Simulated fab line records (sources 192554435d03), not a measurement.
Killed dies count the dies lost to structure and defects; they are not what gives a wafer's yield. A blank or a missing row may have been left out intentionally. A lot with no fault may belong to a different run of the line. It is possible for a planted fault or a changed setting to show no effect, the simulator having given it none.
Lot-split experiment | flow n5Finfet | route with 1938 steps; 7 lots, 21 wafers read

== THE SPLIT ITSELF ==
At N5_BEOL_M13_COAT_04 (resist thk 400 nm), the setting spinRpm was moved away from the recipe's 1625 rpm on 6 of the 21 wafers read, by -6.2% to +7.0%. For the rest of the wafers, this setting stayed at what the recipe calls for.

The reading comes from the split's own step.

== THE READING ==
coat_of_BEOL_M13_COAT_04.thkNm (the simulator's own value, which no gauge read), in nm, at N5_BEOL_M13_COAT_04 (resist thk 400 nm). The file gives no usual value for it. The 15 wafers here that ran the recipe average 399.3 nm, standard deviation 0.75 nm.

wafer  | tool, chamber at the split | spinRpm as run, rpm | against the recipe | coat_of_BEOL_M13_COAT_04.thkNm, nm | against lot-mates on the recipe
L074.1 | lithoTrack-05, 0           | 1625                | recipe             | 399.2                              | -
L074.3 | lithoTrack-05, 0           | 1729                | +6.4%              | 387                                | -12.2
L074.4 | lithoTrack-05, 0           | 1729                | +6.4%              | 386.4                              | -12.8
L081.4 | lithoTrack-05, 0           | 1625                | recipe             | 399                                | -
L081.5 | lithoTrack-05, 0           | 1625                | recipe             | 400                                | -
L081.6 | lithoTrack-05, 0           | 1625                | recipe             | 399.4                              | -
L084.1 | lithoTrack-01, 0           | 1625                | recipe             | 399.4                              | -
L084.2 | lithoTrack-01, 0           | 1524                | -6.2%              | 411.6                              | +12.2
L084.6 | lithoTrack-01, 0           | 1524                | -6.2%              | 413                                | +13.6
L086.3 | lithoTrack-04, 0           | 1625                | recipe             | 399.6                              | -
L086.4 | lithoTrack-04, 0           | 1625                | recipe             | 399.6                              | -
L086.5 | lithoTrack-04, 0           | 1625                | recipe             | 399.6                              | -
L089.2 | lithoTrack-05, 0           | 1625                | recipe             | 398                                | -
L089.3 | lithoTrack-05, 0           | 1625                | recipe             | 398.6                              | -
L089.6 | lithoTrack-05, 0           | 1625                | recipe             | 398.2                              | -
L090.2 | lithoTrack-04, 0           | 1625                | recipe             | 399.2                              | -
L090.5 | lithoTrack-04, 0           | 1625                | recipe             | 399.2                              | -
L090.3 | lithoTrack-04, 0           | 1625                | recipe             | 398.6                              | -
L091.3 | lithoTrack-04, 0           | 1739                | +7.0%              | 387.2                              | -14.0
L091.4 | lithoTrack-04, 0           | 1625                | recipe             | 401.2                              | -
L091.6 | lithoTrack-04, 0           | 1739                | +7.0%              | 387.6                              | -13.6

THE FIT
A straight line over all 21 wafers: coat_of_BEOL_M13_COAT_04.thkNm changes by -1.91 nm for each +1% of spinRpm; r = -0.99; the points scatter about the line by 0.93 nm.
The same after taking each lot's own level away (the mean of its wafers on the recipe; 21 wafers): -2 nm for each +1%; r = -1.00; scatter 0.38 nm.
Per that fit: largest spinRpm move, reading shift of 14 nm.
Measured against the standard deviation above, the lots' own levels, which go from 398.27 to 401.20 nm, span 3.9 times it.
So the lot-to-lot level changes the slope little: the two slopes agree.
Check: for one of the wafers moved furthest among these (+7.0%), held out of the fit, the line's prediction against its lot-mates is -13.9 nm. Against them it came out at -14 nm.

== THESE WAFERS: OTHER SPLITS ==
Before the reading, these wafers also passed through other splits. Each is held against what the fit with the lots' levels taken away leaves over:
other split on the same wafers | wafers away from the commonest value | r with coat_of_BEOL_M13_COAT_04.thkNm (lot level and that fit taken away)
N5_BEOL_M9_COAT_22 spinRpm     | 5                                    | +0.23
N5_BEOL_M10_COAT_05 spinRpm    | 5                                    | -0.03
N5_BEOL_M10_ETCH_62 timeS      | 6                                    | +0.13
N5_BEOL_M12_COAT_66 spinRpm    | 8                                    | +0.23

== THE WHOLE CHAIN: every reading that the file lists as answering this split, in the file's order ==
step                | what it does                                                            | reading                                                                         | change (the file's fit)                                                             | r (the file's)
N5_BEOL_M13_COAT_04 | resist thk 400 nm                                                       | coat_of_BEOL_M13_COAT_04.thkNm (the simulator's own value, which no gauge read) | -2 nm for each +1% of the setting                                                   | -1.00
N5_BEOL_M13_ETCH_59 | etches BARC in N2/H2, target depth 89 nm, overetch 26.7 nm, time 67.9 s | coat_of_BEOL_M13_COAT_04.thkNm (the simulator's own value, which no gauge read) | -2.07 nm for each +1% of the setting, in a fit together with timeS@BEOL_M13_ETCH_59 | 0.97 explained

== FILE'S OWN FIT ==
coat_of_BEOL_M13_COAT_04.thkNm changes by -2 nm for each +1% of spinRpm, r = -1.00.
